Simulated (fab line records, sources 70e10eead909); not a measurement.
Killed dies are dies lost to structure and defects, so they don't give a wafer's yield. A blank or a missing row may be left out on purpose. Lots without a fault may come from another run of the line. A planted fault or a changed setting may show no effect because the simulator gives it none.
One fault seen from 2 desks | flow nand_harc | each desk has only its own numbers; what lay behind them comes last

THE TOOL OWNER'S DESK: ald_metal-04
The tool's own readings at NHARC_P_CONTACT_ALD_22 (deposits TiN, target thk 3 nm, pulse time 1 s, ald cycles 150): means of the sampled wafers that have a number, for each lot that ran on this tool. A lot is out of limits, marked OUT, if its mean lies more than 4 standard deviations from the usual mean; the brackets give that distance.
Columns: A = heater_power_w at NHARC_P_CONTACT_ALD_22, usual 1085 W; B = precursor_pulse_height_rel at NHARC_P_CONTACT_ALD_22, usual 1.001; C = susceptor_temp_C at NHARC_P_CONTACT_ALD_22, usual 449.99 C
lot  | first seen here | A    | B     | C
L266 | day 5 22:22     | 1035 | 0.999 | 449.59
L269 | day 6 12:54     | 1063 | 0.995 | 450.06
L271 | day 7 03:07     | 1092 | 1.007 | 450.04
L272 | day 7 13:50     | 1040 | 0.990 | 450.00
L281 | day 10 01:05    | 982  | 1.001 | 449.70
L282 | day 10 04:27    | 1205 | 0.996 | 450.08
L288 | day 11 06:52    | 1076 | 1.014 | 450.12
This desk's finding: nothing out of limits on any of the 7 lots.

THE METROLOGY DESK
What the gauges read, lot by lot, whatever tool the lot ran on: means of the sampled wafers that have a number. A lot is out of limits, marked OUT, if its mean lies more than 4 standard deviations from the usual mean; the brackets give that distance.
Columns: A = overlay_x_nm at NHARC_P_M0_OVL_MEAS_10, usual 0.1 nm; B = overlay_y_nm at NHARC_P_M0_OVL_MEAS_10, usual 0.0 nm
lot  | first seen here | A    | B
L266 | day 6 06:19     | 0.9  | 0.4
L269 | day 6 16:37     | -0.5 | 1.2
L271 | day 7 08:25     | 0.2  | 0.2
L270 | day 7 08:49     | -1.0 | 0.7
L272 | day 7 18:36     | -0.4 | -1.0
L278 | day 8 23:28     | 0.1  | 1.7
L281 | day 10 03:19    | 0.9  | -0.4
L283 | day 10 07:19    | 0.7  | 0.1
L282 | day 10 07:59    | 1.0  | 0.7
L284 | day 10 17:58    | -0.8 | -0.4
L285 | day 10 18:32    | 1.3  | -0.3
L288 | day 11 12:19    | 0.1  | -0.2
This desk's finding: nothing out of limits on any of the 12 lots.

PUT TOGETHER
The tool owner's desk saw nothing out of limits.
The metrology desk saw nothing out of limits.

WHAT THE SIMULATOR HAD PUT IN
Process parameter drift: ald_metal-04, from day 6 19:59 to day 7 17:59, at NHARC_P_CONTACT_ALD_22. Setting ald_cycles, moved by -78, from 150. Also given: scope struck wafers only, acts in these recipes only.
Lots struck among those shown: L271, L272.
